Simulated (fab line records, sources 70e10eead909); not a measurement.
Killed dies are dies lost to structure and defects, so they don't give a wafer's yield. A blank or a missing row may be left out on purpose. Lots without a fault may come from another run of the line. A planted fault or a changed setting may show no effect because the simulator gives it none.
One fault seen from 2 desks | flow nand_harc | each desk has only its own numbers; what lay behind them comes last

THE METROLOGY DESK
What the gauges read, lot by lot, whatever tool the lot ran on: means of the sampled wafers that have a number. A lot is out of limits, marked OUT, if its mean lies more than 4 standard deviations from the usual mean; the brackets give that distance.
Columns: A = cd_nm at NHARC_P_GATE_CD_MEAS_91, usual 1999.1 nm; B = cd_nm at NHARC_P_CONTACT_CD_MEAS_12, usual 90.5 nm
lot  | first seen here | A      | B
L307 | day 5 20:51     | 1999.8 | 90.2
L308 | day 6 05:13     | 1996.3 | 90.9
L309 | day 6 09:56     | 1998.8 | 89.9
L310 | day 6 21:20     | 1998.0 | 90.6
L311 | day 7 17:49     | 1997.0 | 90.4
L312 | day 7 18:35     | 1998.3 | 90.1
L315 | day 9 05:07     | 1998.2 | 90.9
L316 | day 9 11:49     | 1999.9 | 90.1
L318 | day 10 08:08    | 1999.5 | 87.7 (-4.4) OUT
L319 | day 10 14:41    | 2000.0 | 90.2
L327 | day 14 07:08    | 1999.1 | 90.4
L329 | day 14 23:41    | 2000.6 | 90.9
L330 | day 15 04:02    | 2001.5 | 91.4
This desk's finding: out of limits on L318; first on L318, day 10 12:43 (cd_nm at NHARC_P_CONTACT_CD_MEAS_12). In limits: L307, L308, L309, L310, L311, L312, L315, L316, L319, L327, L329, L330.

THE TOOL OWNER'S DESK: arfi_scanner-03
The tool's own readings at NHARC_P_CONTACT_EXPOSE_09 (exposes mask P CA, target cd 90 nm): means of the sampled wafers that have a number, for each lot that ran on this tool. A lot is out of limits, marked OUT, if its mean lies more than 4 standard deviations from the usual mean; the brackets give that distance.
Columns: A = exposure_dose_mJ_cm2 at NHARC_P_CONTACT_EXPOSE_09, usual 81.28
lot  | first seen here | A
L307 | day 6 01:30     | 81.29
L312 | day 7 23:16     | 81.34
L315 | day 9 09:40     | 81.24
L316 | day 9 16:38     | 81.29
L318 | day 10 12:35    | 84.06 (+33) OUT
L329 | day 15 04:13    | 81.22
L330 | day 15 08:27    | 81.29
This desk's finding: out of limits on L318; first on L318, day 10 12:35 (exposure_dose_mJ_cm2 at NHARC_P_CONTACT_EXPOSE_09). In limits: L307, L312, L315, L316, L329, L330.

PUT TOGETHER
The tool owner's desk could have raised an alarm at day 10 12:35, on L318.
The metrology desk could have raised an alarm at day 10 12:43, on L318.
Of the lots named, all ran NHARC_P_CONTACT_EXPOSE_09 on arfi_scanner-03.

WHAT THE SIMULATOR HAD PUT IN
Process parameter drift: arfi_scanner-03, from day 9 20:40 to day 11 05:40, at NHARC_P_CONTACT_EXPOSE_09. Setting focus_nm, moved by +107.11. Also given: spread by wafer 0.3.
Lots struck among those shown: L318.
Hours from the fault's start to each desk's first reading out of limits: the tool owner's desk, 16; the metrology desk, 16.
